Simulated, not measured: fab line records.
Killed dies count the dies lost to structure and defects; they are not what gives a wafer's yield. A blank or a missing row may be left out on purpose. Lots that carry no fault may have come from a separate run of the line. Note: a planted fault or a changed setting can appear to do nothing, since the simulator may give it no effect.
fab line records	flow n5_finfet
record lots=5	wafers=15	last_day=16
route steps=1938 shown FIN_SAQP@143 FIN_CUT@154 BEOL_M4@1111 PASSIVATION@1936
lots that met no fault: taken from a fault-free run of the same line
start_h: hours from the record's first day to the start of the lot's first wafer shown	wait_h: time in hours since the lot's previous step	" identical to the entry in the row above	L1.1+2: one row covering several wafers at once	- value missing, or start not given	* or withheld: withheld	< > ~ a bound
route shown NAME@n: a module of which the file shows steps, and the number in the route of the first	usual: mean/standard deviation of fault-free wafers	same: alike in all rows	chamber/n: place in a boat	sites: each site's reading	_std_site: the values' standard deviation	_edge_site: the outer-site mean with the inner-site mean subtracted	radius_mm: for every site, how far away it sits from the centre of the wafer	mask NAME#n: copy n	behind: the most recent tool/chamber to have shaped the wafer	hold: reason for holding the lot/hours on hold/outcome of the hold	device: names the non-switching transistor (n, p or np)	end of line: the same wafers' tests at the end of the route	for a step that has no rows: nothing shown but its recipe	killed: the dies lost at the first sort to structure and to defects; this is not the yield of the wafer	map: shows each die of a wafer: x if killed, . if not, _ if none is there
set.NAME: the setting the step ran with; set.NAME@STEP: the setting that earlier step ran with	model.NAME: the simulator's own value behind a step, which no gauge read
certain route steps with their lots: each step a table, each wafer a row
services: from which hour (start_h, from the record's first day; less than 0 if before it) a tool's chamber was out of use, for how many hours, and why
## steps
# step N5_FIN_SAQP_ETCH_34
# recipe chemistry=C4F6/O2	target=SiO2	target_depth_a=450	time_s=15	ion_energy_ev=250	pressure_mtorr=30	source_w=345	bias_w=185	Ar_flow_sccm=300	C4F6_flow_sccm=10	O2_flow_sccm=10	ends=cleared
# usual chamber_pressure_mTorr=29.999/0.026	drypump_motor_current_A=5.6/0.52	etch_rf_on_time_s=15.1/0.36	mfc_ar_sccm=300.1/0.88	oes_product_au=0.67/0.07	rf_vpp_V=659/16	showerhead_plenum_p_Torr=2.89/0.063	throttle_valve_pct=21.02/0.29
lot.wafer	tool	chamber	start_h	wait_h	chamber_pressure_mTorr	drypump_motor_current_A	etch_rf_on_time_s	mfc_ar_sccm	oes_product_au	rf_hours_counter_h	rf_vpp_V	showerhead_plenum_p_Torr	throttle_valve_pct
L331.2	rie_diel-02	1	26.74	0.0	29.992	5.8	14.7	300.8	0.71	79	666	2.89	21.28
L331.3	"	2	"	"	29.960	5.1	14.5	300.6	0.65	140	660	2.97	21.17
L331.4	"	0	"	"	30.036	6.2	15.0	298.5	0.64	-	683	2.96	21.44
L335.1	rie_diel-06	0	50.30	0.0	30.022	5.3	15.4	298.8	0.66	132	645	2.98	21.27
L335.2	"	2	"	"	29.999	5.5	15.4	299.3	0.60	219	674	2.89	21.00
L335.3	"	3	"	"	30.027	4.8	15.3	301.9	0.59	247	676	2.80	20.75
L339.1	rie_diel-06	2	73.53	0.0	30.012	5.5	15.5	300.5	0.59	228	674	2.89	21.01
L339.4	"	2	"	"	29.944	5.4	15.4	300.9	0.59	-	675	2.89	21.01
L339.5	"	0	"	"	30.050	5.3	15.3	298.3	0.65	-	642	2.97	21.27
L344.3	rie_diel-02	1	103.72	0.0	30.004	5.8	15.0	300.2	0.68	108	664	2.88	21.32
L344.5	"	2	"	"	30.040	5.1	14.9	300.6	0.62	-	657	2.96	21.18
L344.6	"	3	"	"	29.981	5.3	15.6	300.7	0.59	-	634	2.91	21.28
L345.2	rie_diel-06	0	109.26	0.0	30.008	5.3	15.5	302.1	0.64	154	644	2.97	21.31
L345.4	"	2	"	"	29.972	5.4	15.4	300.0	0.58	239	674	2.88	21.02
L345.6	"	2	"	"	30.000	5.5	15.6	299.7	0.59	-	673	2.88	21.03
# step N5_FIN_SAQP_STRIP_77
# recipe chemistry=N2/H2	time_s=90	power_w=100	temp_c=40	pressure_mtorr=100	rf_frequency_hz=6e+07	bias_power_w=3	n2_flow_sccm=300	h2_flow_sccm=300
# usual bias_power_w=3.001/0.0085	chamber_pressure_mTorr=99.98/0.088	drypump_motor_current_A=5.6/0.53	oes_product_au=0.79/0.088	rf_vpp_V=45.5/0.83	showerhead_plenum_p_Torr=3.42/0.086	temp_c=39.99/0.11	throttle_valve_pct=12.2/0.32
lot.wafer	tool	chamber	start_h	wait_h	bias_power_w	chamber_pressure_mTorr	drypump_motor_current_A	oes_product_au	rf_hours_counter_h	rf_vpp_V	showerhead_plenum_p_Torr	temp_c	throttle_valve_pct
L331.2	rie_diel-02	1	26.76	0.0	3.025	99.96	5.8	0.83	79	44.6	3.43	40.00	12.4
L331.3	"	2	"	"	2.981	99.97	5.1	0.75	140	44.0	3.55	40.09	12.5
L331.4	"	0	"	"	3.009	100.08	6.2	0.74	-	47.1	3.50	39.91	12.5
L335.1	rie_diel-06	0	50.33	0.0	2.988	99.88	5.3	0.78	132	45.7	3.51	39.94	12.3
L335.2	"	2	"	"	3.002	99.97	5.4	0.70	219	44.9	3.46	39.98	12.3
L335.3	"	3	"	"	3.016	100.01	4.8	0.71	247	45.2	3.33	39.89	12.2
L339.1	rie_diel-06	2	73.55	0.0	3.000	100.03	5.5	0.70	228	45.0	3.45	39.67	12.4
L339.4	"	2	"	"	2.998	99.92	5.4	0.70	-	45.8	3.45	39.81	12.4
L339.5	"	0	"	"	3.003	100.13	5.3	0.78	-	45.3	3.50	39.99	12.3
L344.3	rie_diel-02	1	103.74	0.0	2.998	99.78	5.7	0.79	108	46.3	3.42	39.93	12.5
L344.5	"	2	"	"	3.008	100.08	5.1	0.71	-	45.5	3.54	39.94	12.6
L344.6	"	3	"	"	2.992	99.95	5.3	0.69	-	46.7	3.46	39.98	12.6
L345.2	rie_diel-06	0	109.28	0.0	3.004	100.02	5.3	0.77	154	45.0	3.50	40.01	12.3
L345.4	"	2	"	"	3.004	100.03	5.4	0.68	239	46.7	3.45	40.16	12.4
L345.6	"	2	"	"	2.998	99.82	5.5	0.69	-	44.8	3.45	40.13	12.4
# step N5_FIN_SAQP_HM_CD_35
# recipe target_cd_nm=8	polarity=line
# usual cd_nm=8.18/0.25
lot.wafer	tool	chamber	start_h	wait_h	cd_nm
L331.2	cd_sem-02	-	26.89	0.1	7.74
L331.3	"	-	"	"	8.20
L331.4	"	-	"	"	8.46
L335.1	cd_sem-02	-	50.45	0.1	8.04
L335.2	"	-	"	"	7.91
L335.3	"	-	"	"	7.92
L339.1	cd_sem-01	-	73.67	0.1	7.69
L339.4	"	-	"	"	7.78
L339.5	"	-	"	"	8.12
L344.3	cd_sem-01	-	103.87	0.1	8.74
L344.5	"	-	"	"	8.05
L344.6	"	-	"	"	8.25
L345.2	cd_sem-01	-	109.41	0.1	8.63
L345.4	"	-	"	"	8.26
L345.6	"	-	"	"	8.16
# step N5_FIN_SAQP_ETCH_64
# recipe chemistry=CF4	target=SiO2	target_depth_a=15	ion_energy_ev=350	pressure_mtorr=10	icp_w=800	bias_w=400	cf4_flow_sccm=80
# usual chamber_pressure_mTorr=10.000/0.0093	drypump_motor_current_A=5.4/0.48	oes_product_au=0.989/0.021	throttle_valve_pct=21.94/0.25
lot.wafer	tool	chamber	start_h	wait_h	chamber_pressure_mTorr	drypump_motor_current_A	oes_product_au	rf_hours_counter_h	throttle_valve_pct
L331.2	rie_si-03	0	26.93	0.0	10.009	5.5	1.031	60	21.70
L331.3	"	3	"	"	9.999	5.5	1.002	157	22.25
L331.4	"	2	"	"	10.001	4.9	0.961	195	22.01
L335.1	rie_si-01	0	50.50	0.0	9.984	6.6	0.991	6	22.14
L335.2	"	1	"	"	10.001	5.8	1.010	111	21.88
L335.3	"	3	"	"	10.004	5.4	0.984	4	21.60
L339.1	rie_si-03	3	73.72	0.0	10.005	5.5	1.012	158	22.25
L339.4	"	0	"	"	10.014	5.5	1.029	61	21.69
L339.5	"	3	"	"	9.983	5.5	1.019	-	22.26
L344.3	rie_si-01	0	103.92	0.0	9.990	6.6	0.986	7	22.12
L344.5	"	1	"	"	10.018	5.8	0.999	-	21.88
L344.6	"	2	"	"	10.013	4.9	0.991	-	22.30
L345.2	rie_si-01	1	109.45	0.0	9.999	5.8	1.009	112	21.88
L345.4	"	3	"	"	9.988	5.4	0.986	5	21.61
L345.6	"	1	"	"	10.003	5.8	1.005	-	21.88
# step N5_FIN_SAQP_FIN_ETCH_36
# recipe chemistry=HBr/Cl2/O2	target_depth_a=1200	mask_material=SiNx	time_s=50.4	bias_w=102	pressure_mtorr=10	icp_w=800	HBr_flow_sccm=150	Cl2_flow_sccm=80	O2_flow_sccm=12
# usual chamber_pressure_mTorr=10.001/0.01	drypump_motor_current_A=5.4/0.49	oes_product_au=0.991/0.019	throttle_valve_pct=36.2/0.37
lot.wafer	tool	chamber	start_h	wait_h	chamber_pressure_mTorr	drypump_motor_current_A	oes_product_au	rf_hours_counter_h	throttle_valve_pct
L331.2	rie_si-03	0	26.95	0.0	10.000	5.5	1.030	60	35.4
L331.3	"	3	"	"	10.062	5.5	1.019	157	36.4
L331.4	"	2	"	"	10.011	4.9	0.979	195	37.1
L335.1	rie_si-01	0	50.52	0.0	10.009	6.6	0.996	6	36.4
L335.2	"	1	"	"	10.010	5.8	1.004	111	36.4
L335.3	"	3	"	"	9.997	5.3	0.980	4	35.8
L339.1	rie_si-03	3	73.74	0.0	9.995	5.5	1.019	158	36.4
L339.4	"	0	"	"	10.012	5.6	1.028	61	35.4
L339.5	"	3	"	"	9.992	5.5	1.018	-	36.4
L344.3	rie_si-01	0	103.94	0.0	10.010	6.6	0.990	7	36.4
L344.5	"	1	"	"	9.995	5.8	0.995	-	36.4
L344.6	"	2	"	"	9.997	4.9	1.000	-	36.3
L345.2	rie_si-01	1	109.47	0.0	9.995	5.8	0.992	112	36.4
L345.4	"	3	"	"	9.998	5.3	0.974	5	35.8
L345.6	"	1	"	"	9.999	5.8	1.004	-	36.4
# step N5_FIN_SAQP_CD_MEAS_37
# recipe target_cd_nm=8	polarity=line
# usual cd_nm=8.2/0.3
lot.wafer	tool	chamber	start_h	wait_h	cd_nm
L331.2	cd_sem-02	-	27.08	0.1	8.1
L331.3	"	-	"	"	7.6
L331.4	"	-	"	"	8.5
L335.1	cd_sem-01	-	50.64	0.1	8.1
L335.2	"	-	"	"	7.8
L335.3	"	-	"	"	7.9
L339.1	cd_sem-02	-	73.86	0.1	7.7
L339.4	"	-	"	"	7.8
L339.5	"	-	"	"	8.0
L344.3	cd_sem-01	-	104.06	0.1	8.7
L344.5	"	-	"	"	8.3
L344.6	"	-	"	"	8.6
L345.2	cd_sem-02	-	109.59	0.1	8.6
L345.4	"	-	"	"	8.2
L345.6	"	-	"	"	7.9
# step N5_FIN_SAQP_PRECLEAN_38
# recipe chemistry=O3/DIW	time_s=45	temp_c=22	o3_ppm=10
# step N5_FIN_SAQP_PRECLEAN_45
# recipe chemistry=dHF	time_s=10	dilution=500:1	temp_c=25
# step N5_FIN_SAQP_SRD_39
# recipe dry=ipa_marangoni	time_s=30	temp_c=23	rinse_liquid=diw
# step N5_FIN_SAQP_OCD_MEAS_76
# usual trench_depth_nm=119.2/2.2
lot.wafer	tool	chamber	start_h	wait_h	trench_depth_nm
L331.2	ocd-01	-	27.17	0.0	123.4
L331.3	"	-	"	"	118.1
L331.4	"	-	"	"	116.9
L335.1	ocd-01	-	50.74	0.0	119.5
L335.2	"	-	"	"	119.6
L335.3	"	-	"	"	117.9
L339.1	ocd-02	-	73.96	0.0	118.4
L339.4	"	-	"	"	122.9
L339.5	"	-	"	"	118.2
L344.3	ocd-02	-	104.16	0.0	117.6
L344.5	"	-	"	"	119.5
L344.6	"	-	"	"	122.0
L345.2	ocd-01	-	109.69	0.0	118.5
L345.4	"	-	"	"	117.8
L345.6	"	-	"	"	119.1
# step N5_FIN_SAQP_INSPECT_40
# recipe inspect_instrument=brightfield	mode=aei
# usual raw_defect_count=241/82
lot.wafer	tool	chamber	start_h	wait_h	raw_defect_count
L331.2	defect_inspect-01	-	27.20	0.0	187
L331.3	"	-	"	"	263
L331.4	"	-	"	"	306
L335.1	defect_inspect-02	-	50.77	0.0	224
L335.2	"	-	"	"	476
L335.3	"	-	"	"	326
L339.1	defect_inspect-02	-	73.99	0.0	234
L339.4	"	-	"	"	259
L339.5	"	-	"	"	282
L344.3	defect_inspect-01	-	104.19	0.0	146
L344.5	"	-	"	"	96
L344.6	"	-	"	"	110
L345.2	defect_inspect-02	-	109.72	0.0	279
L345.4	"	-	"	"	269
L345.6	"	-	"	"	257
# step N5_FIN_CUT_COAT_18
# recipe resist=SOC	temp_c=250	time_s=60	spin_rpm=1500	resist_thk_nm=230
# step N5_FIN_CUT_COAT_19
# recipe resist=SiARC	temp_c=220	time_s=60	spin_rpm=1500	resist_thk_nm=20
# usual exhaust_pa=44.9/0.8	heater_power_total_W=427.5/2.1	run_length_s=66.33/0.18
lot.wafer	tool	chamber	start_h	wait_h	exhaust_pa	heater_power_total_W	run_length_s
L331.2	litho_track-03	0	27.24	-	43.3	425.1	66.50
L331.3	"	0	"	"	45.3	426.6	66.55
L331.4	"	0	"	"	45.2	424.1	66.37
L335.1	litho_track-02	0	50.80	-	45.4	427.4	66.43
L335.2	"	0	"	"	44.5	424.9	66.13
L335.3	"	0	"	"	46.4	428.5	66.03
L339.1	litho_track-03	0	74.02	-	45.3	444.1	61.72
L339.4	"	0	"	"	45.1	425.0	66.54
L339.5	"	0	"	"	45.2	430.5	66.38
L344.3	litho_track-02	0	104.22	-	45.1	426.4	66.28
L344.5	"	0	"	"	46.1	429.4	66.46
L344.6	"	0	"	"	44.7	427.6	66.43
L345.2	litho_track-04	0	109.76	-	44.0	428.6	66.30
L345.4	"	0	"	"	45.2	429.2	66.19
L345.6	"	0	"	"	44.4	424.7	66.52
# step N5_FIN_CUT_COAT_29
# recipe resist=underlayer	temp_c=205	time_s=60	spin_rpm=1500	resist_thk_nm=10
# step N5_BEOL_M4_RC_MEAS_101
# usual DIBL_N=36.5/2.2	DIBL_P=36.9/2.9	IOFF_N=0.17/0.044	IOFF_P=0.22/0.052	ION_N=671/16	ION_P=461/10	SS_N=71.6/0.73	SS_P=73.5/0.79	VT_N=250/4.1	VT_P=-250/4.1
lot.wafer	tool	chamber	start_h	wait_h	DIBL_N[mV/V]	DIBL_P[mV/V]	IOFF_N[nA/um]	IOFF_P[nA/um]	ION_N[uA/um]	ION_P[uA/um]	SS_N[mV/dec]	SS_P[mV/dec]	VT_N[mV]	VT_P[mV]
L331.2	prober-01	0	178.79	0.2	33.2	33.3	0.11	0.14	671	456	70.3	72.2	254	-258
L331.3	"	0	"	"	31.7	33.4	0.09	0.14	645	451	69.8	72.1	259	-257
L331.4	"	0	"	"	34.6	33.1	0.12	0.13	650	444	71.3	72.3	257	-260
L335.1	prober-02	0	209.09	0.0	38.2	39.6	0.18	0.26	680	466	72.3	73.7	249	-248
L335.2	"	0	"	"	34.1	35.2	0.11	0.19	649	460	71.7	72.8	255	-250
L335.3	"	0	"	"	31.5	31.4	0.08	0.13	641	446	70.0	71.7	259	-254
L339.1	prober-01	0	242.65	0.0	32.0	31.8	0.10	0.14	651	451	70.6	72.5	255	-256
L339.4	"	0	"	"	35.1	36.3	0.14	0.19	669	458	71.9	73.4	251	-255
L339.5	"	0	"	"	35.2	36.5	0.14	0.21	673	462	71.9	72.9	251	-249
L344.3	prober-02	0	266.20	0.5	40.5	42.5	0.27	0.32	706	478	72.1	74.8	240	-245
L344.5	"	0	"	"	35.2	33.9	0.14	0.17	676	462	71.5	72.1	252	-254
L344.6	"	0	"	"	36.8	37.8	0.18	0.23	692	468	71.5	73.2	247	-252
L345.2	prober-02	0	268.72	0.2	38.8	40.6	0.19	0.26	666	463	71.6	74.2	248	-248
L345.4	"	0	"	"	34.5	34.9	0.13	0.18	662	460	71.5	73.4	253	-252
L345.6	"	0	"	"	34.7	35.1	0.12	0.18	662	455	71.3	73.3	254	-257
# step N5_PASSIVATION_PROBE_49
# usual defect_limited_yield=91.3/1.4	killed_at_M0_to_M3=36/10	killed_at_M4_up=13/5.4	killed_at_contacts=12/5.3	killed_at_front_end=39/10	killed_at_other=3.2/2.7	killed_dies=103/16	killed_open=68/13	killed_short=33/6.6	sort_bin_4_leakage=0.01/0.031	sort_bin_5_function=5.1/0.92	sort_bin_6_memory=3.3/0.68	sort_bin_8_speed=0.1/0.41	sort_n_pass=1077/17	sort_yield_pct=91.2/1.4
# same gross_dies=1180	killed_at_back_side=0
lot.wafer	tool	chamber	start_h	wait_h	defect_limited_yield[%]	killed_at_M0_to_M3	killed_at_M4_up	killed_at_contacts	killed_at_front_end	killed_at_other	killed_dies	killed_open	killed_short	sort_bin_4_leakage[%]	sort_bin_5_function[%]	sort_bin_6_memory[%]	sort_bin_8_speed[%]	sort_n_pass	sort_yield_pct[%]
L331.2	prober-01	-	290.94	0.1	91.6	39	13	10	33	4	99	71	25	0	3.7	4.4	0	1081	91.6
L331.3	prober-01	-	290.99	0.1	92.1	41	7	6	38	1	93	58	32	0	4.7	3.0	0	1087	92.1
L331.4	prober-01	-	291.04	0.2	92.7	32	6	11	35	2	86	64	21	0	5.3	1.9	0.3	1091	92.5
L335.1	prober-01	-	323.45	0.0	91.8	26	13	13	42	3	97	65	30	0	4.9	3.0	0	1083	91.8
L335.2	prober-01	-	323.50	0.1	90.4	61	10	11	30	1	113	84	28	0	5.5	4.0	0.1	1066	90.3
L335.3	prober-01	-	323.55	0.1	91.2	47	11	11	33	2	104	69	32	0	5.5	3.2	0.3	1072	90.8
L339.1	prober-01	-	349.49	0.8	91.5	15	14	12	58	1	100	67	32	0	4.9	3.4	0	1080	91.5
L339.4	prober-01	-	349.64	0.9	91.3	28	12	10	52	1	103	76	26	0	5.5	2.9	0.1	1077	91.3
L339.5	prober-01	-	349.69	1.0	94.5	9	10	11	33	2	65	44	20	0	3.2	1.9	0.1	1115	94.5
L345.2	prober-02	-	374.87	0.1	89.6	48	26	12	36	1	123	73	46	0	6.2	3.5	0	1057	89.6
L345.4	prober-02	-	374.97	0.2	92.0	37	23	7	27	0	94	64	28	0	4.6	3.2	0	1086	92.0
L345.6	prober-02	-	375.07	0.3	91.3	33	13	6	50	1	103	69	33	0	5.8	2.9	0	1077	91.3
# killed by level:class
L331.2 FIN_SAQP:geometric_particle:open=14 BEOL_M2:geometric_particle:open=13 MOL_CONTACT_COAG:geometric_particle:open=9 BEOL_M3:geometric_particle:open=6 FIN_SAQP:geometric_particle:short=4 BEOL_M0:geometric_particle:short=4 BEOL_M7:geometric_particle:open=4 BEOL_M0_SAQP:geometric_particle:open=3
L331.3 FIN_SAQP:geometric_particle:open=7 BEOL_M0:geometric_particle:short=7 BEOL_M1:geometric_particle:open=7 BEOL_M3:geometric_particle:open=7 STI_FIN_REVEAL:geometric_particle:open=6 DUMMY_GATE:geometric_particle:open=6 BEOL_M2:geometric_particle:open=6 FIN_SAQP:geometric_particle:short=5
L331.4 MOL_CONTACT_COAG:geometric_particle:open=10 BEOL_M0:geometric_particle:open=8 BEOL_M2:geometric_particle:open=7 BEOL_M3:geometric_particle:open=7 FIN_SAQP:geometric_particle:open=6 FIN_SAQP:geometric_particle:short=5 DUMMY_GATE:geometric_particle:open=5 STARTING-WAFER:geometric_particle:short=5
L335.1 STI_FIN_REVEAL:geometric_particle:open=9 MOL_CONTACT_COAG:geometric_particle:open=9 BEOL_M2:geometric_particle:open=7 FIN_SAQP:geometric_particle:open=5 GATE_CUT:geometric_particle:short=5 BEOL_M1:geometric_particle:open=4 BEOL_M11:geometric_particle:open=4 FIN_SAQP:geometric_particle:short=3
L335.2 BEOL_M2:geometric_particle:open=26 MOL_CONTACT_COAG:geometric_particle:open=11 FIN_SAQP:geometric_particle:short=9 BEOL_M0_SAQP:geometric_particle:short=8 BEOL_M3:geometric_particle:open=7 BEOL_M0_SAQP:geometric_particle:open=6 FIN_SAQP:geometric_particle:open=5 STI_FIN_REVEAL:geometric_particle:open=4
L335.3 BEOL_M2:geometric_particle:open=11 FIN_SAQP:geometric_particle:open=10 BEOL_M0_SAQP:geometric_particle:short=10 MOL_CONTACT_COAG:geometric_particle:open=9 BEOL_M1:geometric_particle:open=7 BEOL_M3:geometric_particle:open=6 BEOL_M0_SAQP:geometric_particle:open=5 FIN_SAQP:geometric_particle:short=4
L339.1 FIN_SAQP:geometric_particle:open=18 FIN_SAQP:geometric_particle:short=11 MOL_CONTACT_COAG:geometric_particle:open=10 BEOL_M4:geometric_particle:open=7 DUMMY_GATE:geometric_particle:open=6 ILD0:geometric_particle:short=5 STI_FIN_REVEAL:geometric_particle:open=4 GATE_CUT:geometric_particle:open=4
L339.4 FIN_SAQP:geometric_particle:open=13 STI_FIN_REVEAL:geometric_particle:open=13 MOL_CONTACT_COAG:geometric_particle:open=8 BEOL_M0_SAQP:geometric_particle:short=8 ILD0:geometric_particle:open=7 BEOL_M2:geometric_particle:open=7 BEOL_M1:geometric_particle:open=6 BEOL_M5:geometric_particle:open=4
L339.5 FIN_SAQP:geometric_particle:open=10 MOL_CONTACT_COAG:geometric_particle:open=10 ILD0:geometric_particle:short=6 FIN_SAQP:geometric_particle:short=4 STI_FIN_REVEAL:geometric_particle:open=4 DUMMY_GATE:geometric_particle:open=4 BEOL_M0_SAQP:geometric_particle:short=3 BEOL_M5:geometric_particle:open=3
L345.2 BEOL_M0_SAQP:geometric_particle:short=11 FIN_SAQP:geometric_particle:short=10 FIN_SAQP:geometric_particle:open=9 BEOL_M0_SAQP:geometric_particle:open=9 MOL_CONTACT_COAG:geometric_particle:open=8 BEOL_M4:geometric_particle:open=8 BEOL_M2:geometric_particle:open=7 BEOL_M3:geometric_particle:open=7
L345.4 BEOL_M1:geometric_particle:open=13 FIN_SAQP:geometric_particle:open=8 BEOL_M0_SAQP:geometric_particle:short=8 MOL_CONTACT_COAG:geometric_particle:open=7 BEOL_M0_SAQP:geometric_particle:open=7 BEOL_M4:geometric_particle:open=6 FIN_SAQP:geometric_particle:short=5 BEOL_M5:geometric_particle:open=5
L345.6 STI_FIN_REVEAL:geometric_particle:open=11 BEOL_M4:geometric_particle:open=9 FIN_SAQP:geometric_particle:open=8 DUMMY_GATE:geometric_particle:open=8 BEOL_M0_SAQP:geometric_particle:open=7 BEOL_M1:geometric_particle:open=7 GATE_CUT:geometric_particle:short=6 MOL_CONTACT_COAG:geometric_particle:open=5
## services
tool	chamber	start_h	hours	kind
rie_si-03	-	2.98	0.4	repair
rie_diel-02	3	24.79	6.3	repair
rie_diel-02	3	42.32	4.4	repair
rie_diel-06	-	46.53	2.8	pm
litho_track-04	-	56.20	-	consumable_replace:filter
rie_diel-06	3	61.57	-	clean
rie_diel-06	3	61.57	-	consumable_replace:focus_ring
rie_diel-06	3	61.57	14.3	scheduled_down
rie_diel-06	3	61.57	14.3	vent_cycle
rie_diel-06	3	89.22	5.0	repair
rie_si-03	2	105.92	3.8	repair
## key
first_sign step=N5_FIN_CUT_COAT_19	reading=run_length_s	direction=down	sigmas=25	usual=*	struck=*
effect step=N5_FIN_CUT_COAT_19	reading=heater_power_total_W	direction=up	sigmas=7.9	usual=*	struck=*
met_at N5_FIN_CUT_COAT_19
struck_wafers L339.1
onset_between 27.24 74.02
fault kind=process_parameter_drift	tool=litho_track-03	chamber=-	onset_h=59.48	steps=N5_FIN_CUT_COAT_19	channel=time_s	offset=*	shape=step	end_h=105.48	scope=struck_wafers_only	acts_in=*	stated=*
